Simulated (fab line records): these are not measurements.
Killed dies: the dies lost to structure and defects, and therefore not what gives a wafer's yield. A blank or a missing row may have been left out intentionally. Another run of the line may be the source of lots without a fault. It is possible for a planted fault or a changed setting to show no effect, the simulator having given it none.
Matching of chambers | flow nand harc | NHARC_A_BONDPAD_DEP_00 on pecvd-01: 3 sister chambers
The step deposits SiCN, target thk 250 nm. 3 wafers are shown with their chamber, then 7 later ones without.

== WAFERS, EACH WITH ITS CHAMBER ==
wafer  | chamber | heater power w (W)
L832.1 | 2       | 522
L835.2 | 0       | 683
L835.3 | 1       | 643

== WAFERS WITH NO CHAMBER GIVEN ==
wafer  | heater power w (W)
L835.4 | 486
L840.2 | 538
L840.4 | 551
L840.5 | 604
L843.1 | 515
L843.4 | 694
L843.6 | 521

== WHICH CHAMBER EACH WENT THROUGH ==
wafer  | from the rows above          | in truth
L835.4 | 2                            | 2
L840.2 | 2                            | 2
L840.4 | 2                            | 2
L840.5 | can't be placed: 1 or 0 or 2 | 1
L843.1 | 2                            | 2
L843.4 | can't be placed: 0 or 1      | 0
L843.6 | 2                            | 2
Placed correctly: 5 of 7. Unplaceable from these rows: 2, with the true chamber sitting among the candidates in 2. 0 placed wrongly.
How it was worked out, from the rows above alone: a wafer's distance from a chamber is the root of the sum, over the readings, of the square of ((its reading less the chamber's mean) divided by the reading's scatter). The wafer belongs to the nearest chamber; if the next one is less than 2 further off, it can't be placed. The mean given for a chamber averages the wafers shown for that chamber. The scatter: root of mean squared gap, hidden wafer to nearest shown wafer, with one shown wafer a chamber.
